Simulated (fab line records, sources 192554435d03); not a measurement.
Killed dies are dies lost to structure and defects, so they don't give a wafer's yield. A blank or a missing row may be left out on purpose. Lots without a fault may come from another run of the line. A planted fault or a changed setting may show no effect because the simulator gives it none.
Chamber matching | flow n5_finfet | N5_GATE_CUT_CMP_02 on cmp-01: 4 sister chambers
The step polishes, stops on SiO2, t overpolish 12.7 s, target thk 0 nm. 4 wafers are shown with their chamber, then 8 later ones without.

WAFERS WITH THEIR CHAMBER
wafer  | chamber | motor_current_A (A)
L085.1 | 2       | 8.7
L085.3 | 1       | 9.3
L085.5 | 3       | 9.7
L093.1 | 0       | 8.5

WAFERS WITHOUT THEIR CHAMBER
wafer  | motor_current_A (A)
L093.2 | 9.4
L093.6 | 9.8
L094.3 | 8.3
L094.4 | 9.6
L094.6 | 8.5
L096.1 | 8.3
L096.2 | 9.7
L096.4 | 8.4

WHICH CHAMBER EACH WENT THROUGH
wafer  | from the rows above     | in truth
L093.2 | can't be placed: 1 or 3 | 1
L093.6 | 3                       | 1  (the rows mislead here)
L094.3 | can't be placed: 0 or 2 | 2
L094.4 | can't be placed: 3 or 1 | 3
L094.6 | can't be placed: 0 or 2 | 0
L096.1 | can't be placed: 0 or 2 | 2
L096.2 | 3                       | 3
L096.4 | can't be placed: 0 or 2 | 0
Placed correctly: 1 of 8. Can't be placed from these rows: 6 (the true chamber is among the candidates in 6). Placed wrongly: 1.
How it was worked out, from the rows above alone: a wafer's distance from a chamber is the root of the sum, over the readings, of the square of ((its reading less the chamber's mean) divided by the reading's scatter). The wafer belongs to the nearest chamber; if the next one is less than 2 further off, it can't be placed. A chamber's mean is the mean of its shown wafers. The scatter: with one shown wafer a chamber, the root of the mean of the squares of how far each hidden wafer lies from its nearest shown one.
